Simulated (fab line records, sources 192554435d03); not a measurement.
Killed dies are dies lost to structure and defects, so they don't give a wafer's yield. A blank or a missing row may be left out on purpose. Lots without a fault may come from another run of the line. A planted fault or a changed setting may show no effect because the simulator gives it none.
Tool commonality check | flow n5_finfet | 10 lots, 28 wafers sampled

WHY IT WAS OPENED
At N5_BEOL_M9_THK_MEAS_01 the reading M9_ILD_THK is flagged on 2 of 10 lots. Wafers without a fault read 268 nm, standard deviation 3.9.
Rule: a lot is flagged when every wafer of it that has a number lies more than 4 standard deviations from that mean, or none has a number. The other lots count as sound.

lot  | measured     | on            | M9_ILD_THK (nm), wafer by wafer | flag
L184 | day 11 03:51 | film_metro-01 | 271 270 266                     |
L192 | day 11 17:44 | film_metro-02 | 271 269                         |
L190 | day 12 00:54 | film_metro-01 | 269 263                         |
L193 | day 13 03:14 | film_metro-01 | 260 261 265                     |
L194 | day 13 06:24 | film_metro-01 | 262 269 270                     |
L199 | day 14 08:40 | film_metro-01 | 536 538 543                     | FLAGGED
L202 | day 15 05:22 | film_metro-02 | 530 546 535                     | FLAGGED
L205 | day 15 16:01 | film_metro-02 | 274 274 265                     |
L206 | day 16 07:52 | film_metro-02 | 268 265 270                     |
L207 | day 16 08:13 | film_metro-02 | 268 261 272                     |
The numbers of the flagged lots are 538 nm on average: +270 nm against the usual, or +69 standard deviations.

WHICH TOOL RAN EACH LOT
The record holds 2 process steps before the reading, out of a route of 1938 steps. In each cell: the tool, then ch and the chambers that the sampled wafers went through, then the start.
lot  | flag    | N5_BEOL_M8_CMP_52             | N5_BEOL_M9_ILD_DEP_00
L184 |         | cmp-04 ch 0,1,2, day 11 02:49 | pecvd-03 ch 0,1, day 11 03:16
L192 |         | cmp-01 ch 1,3, day 11 16:44   | pecvd-03 ch 1,2, day 11 17:10
L190 |         | cmp-01 ch 3, day 11 23:23     | pecvd-02 ch 1,2, day 11 23:51
L193 |         | cmp-04 ch 0,1, day 13 02:10   | pecvd-02 ch 0,1, day 13 02:39
L194 |         | cmp-04 ch 0,1, day 13 05:19   | pecvd-02 ch 1,2, day 13 05:49
L199 | FLAGGED | cmp-04 ch 0,1,2, day 14 06:35 | pecvd-02 ch 0,1, day 14 07:00
L202 | FLAGGED | cmp-04 ch 0,3, day 15 03:10   | pecvd-02 ch 0,1, day 15 03:40
L205 |         | cmp-04 ch 1,2, day 15 14:47   | pecvd-02 ch 0,1,2, day 15 15:16
L206 |         | cmp-01 ch 1,2, day 16 06:47   | pecvd-03 ch 0,2, day 16 07:16
L207 |         | cmp-01 ch 0,2,3, day 16 07:08 | pecvd-02 ch 1,2, day 16 07:38
What these steps do:
- N5_BEOL_M8_CMP_52: polishes, stops on SiCOH lowk, t overpolish 6.9 s, target thk 80 nm.
- N5_BEOL_M9_ILD_DEP_00: deposits SiCOH lowk from DEMS/porogen, target thk 308.51 nm, time 58 s.
- N5_BEOL_M9_THK_MEAS_01

FLAGGED OVER TOTAL, TOOL BY TOOL (the gauges that took the reading come last)
step                   | tool          | lots run | flagged | share of the flagged lots | sound lots run after its first flagged lot
N5_BEOL_M8_CMP_52      | cmp-01        | 4        | 0       | none                      | -
N5_BEOL_M8_CMP_52      | cmp-04        | 6        | 2       | all                       | 1 (L205)
N5_BEOL_M9_ILD_DEP_00  | pecvd-02      | 7        | 2       | all                       | 2 (L205,L207)
N5_BEOL_M9_ILD_DEP_00  | pecvd-03      | 3        | 0       | none                      | -
N5_BEOL_M9_THK_MEAS_01 | film_metro-01 | 5        | 1       | some                      | 0
N5_BEOL_M9_THK_MEAS_01 | film_metro-02 | 5        | 1       | some                      | 3 (L205,L206,L207)

WHAT THE TABLE ALLOWS
2 rows of the table ran every flagged lot: cmp-04 at N5_BEOL_M8_CMP_52, pecvd-02 at N5_BEOL_M9_ILD_DEP_00.
- cmp-04 at N5_BEOL_M8_CMP_52: 2 of its 6 lots flagged. Sound lots ran on it after the first flagged one (L205), which a lasting fault on the whole tool wouldn't allow.
- pecvd-02 at N5_BEOL_M9_ILD_DEP_00: 2 of its 7 lots flagged. Sound lots ran on it after the first flagged one (L205, L207), which a lasting fault on the whole tool wouldn't allow.
No row of the table ran every flagged lot and no sound lot after the first.

WHAT THE SIMULATOR HAD PUT IN
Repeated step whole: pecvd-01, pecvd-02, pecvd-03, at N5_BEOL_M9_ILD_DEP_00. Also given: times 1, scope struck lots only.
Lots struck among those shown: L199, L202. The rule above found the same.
